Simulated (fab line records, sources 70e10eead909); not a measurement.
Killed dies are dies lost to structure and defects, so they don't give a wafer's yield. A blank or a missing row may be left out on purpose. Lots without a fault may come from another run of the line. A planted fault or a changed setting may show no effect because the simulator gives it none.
One fault seen from 3 desks | flow nand_harc | each desk has only its own numbers; what lay behind them comes last

THE TOOL OWNER'S DESK: pecvd_onon-02
The tool's own readings at NHARC_A_ONON_D1_DEP_19 (target thk 1000 nm): means of the sampled wafers that have a number, for each lot that ran on this tool. A lot is out of limits, marked OUT, if its mean lies more than 4 standard deviations from the usual mean; the brackets give that distance.
Columns: A = susceptor_temp_C at NHARC_A_ONON_D1_DEP_19, usual 400.02 C
lot  | first seen here | A
L791 | day 8 19:12     | 399.92
L796 | day 9 04:44     | 399.83
L797 | day 9 10:29     | 400.10
L799 | day 10 13:32    | 399.85
L800 | day 10 19:19    | 399.96
This desk's finding: nothing out of limits on any of the 5 lots.

THE METROLOGY DESK
What the gauges read, lot by lot, whatever tool the lot ran on: means of the sampled wafers that have a number. A lot is out of limits, marked OUT, if its mean lies more than 4 standard deviations from the usual mean; the brackets give that distance.
Columns: A = thk_nm at NHARC_A_SOURCE_PLATE_THK_MEAS_06, usual 199.5 nm; B = thk_nm at NHARC_A_ONON_D1_THK_MEAS_21, usual 1000 nm
lot  | first seen here | A     | B
L791 | day 8 08:56     | 198.0 | 980
L793 | day 8 08:56     | 196.0 | 1003
L794 | day 8 08:56     | 198.7 | 1003
L795 | day 8 14:38     | 197.2 | 1007
L796 | day 8 18:26     | 199.5 | 1004
L797 | day 9 00:21     | 202.9 | 1002
L798 | day 9 00:21     | 201.2 | 997
L799 | day 9 23:37     | 201.0 | 910 (-9.0) OUT
L800 | day 10 09:11    | 200.3 | 910 (-9.0) OUT
L808 | day 12 02:41    | 203.1 | 995
L811 | day 12 10:48    | 200.5 | 990
L812 | day 13 03:24    | 196.6 | 993
L813 | day 13 03:24    | 202.7 | 1007
L814 | day 13 09:14    | 200.7 | 995
This desk's finding: out of limits on L799, L800; first on L799, day 10 13:59 (thk_nm at NHARC_A_ONON_D1_THK_MEAS_21). In limits: L791, L793, L794, L795, L796, L797, L798, L808, L811, L812, L813, L814.

THE DEFECT DESK
What the inspections along the route counted, lot by lot: means of the sampled wafers that have a number. A lot is out of limits, marked OUT, if its mean lies more than 4 standard deviations from the usual mean; the brackets give that distance.
Columns: A = raw_defect_count at NHARC_A_START_INSPECT_01, usual 3.4; B = raw_defect_count at NHARC_A_ZERO_WELL_INSPECT_17, usual 12
lot  | first seen here | A   | B
L793 | day 7 09:19     | 2.0 | 14
L791 | day 7 10:04     | 3.3 | 11
L794 | day 7 10:33     | 4.0 | 18
L795 | day 7 16:08     | 2.7 | 8
L796 | day 7 19:59     | 2.7 | 14
L797 | day 8 01:23     | 4.0 | 10
L798 | day 8 02:29     | 3.0 | 7
L799 | day 8 21:29     | 2.7 | 11
L800 | day 9 10:18     | 4.3 | 11
L808 | day 11 01:04    | 1.3 | 6
L811 | day 11 09:25    | 5.3 | 13
L812 | day 12 03:04    | 4.0 | 9
L813 | day 12 03:57    | 2.7 | 9
L814 | day 12 10:38    | 5.0 | 15
This desk's finding: nothing out of limits on any of the 14 lots.

PUT TOGETHER
The metrology desk could have raised an alarm at day 10 13:59, on L799, L800.
The tool owner's desk saw nothing out of limits.
The defect desk saw nothing out of limits.
The tool owner's desk has L799, L800 on record, within its limits.
The defect desk has L799, L800 on record, within its limits.
Of the lots named, all ran NHARC_A_ONON_D1_DEP_19 on pecvd_onon-02.

WHAT THE SIMULATOR HAD PUT IN
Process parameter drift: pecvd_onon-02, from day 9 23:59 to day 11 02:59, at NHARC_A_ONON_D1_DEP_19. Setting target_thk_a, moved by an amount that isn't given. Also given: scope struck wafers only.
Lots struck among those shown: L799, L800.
Hours from the fault's start to each desk's first reading out of limits: the metrology desk, 14.
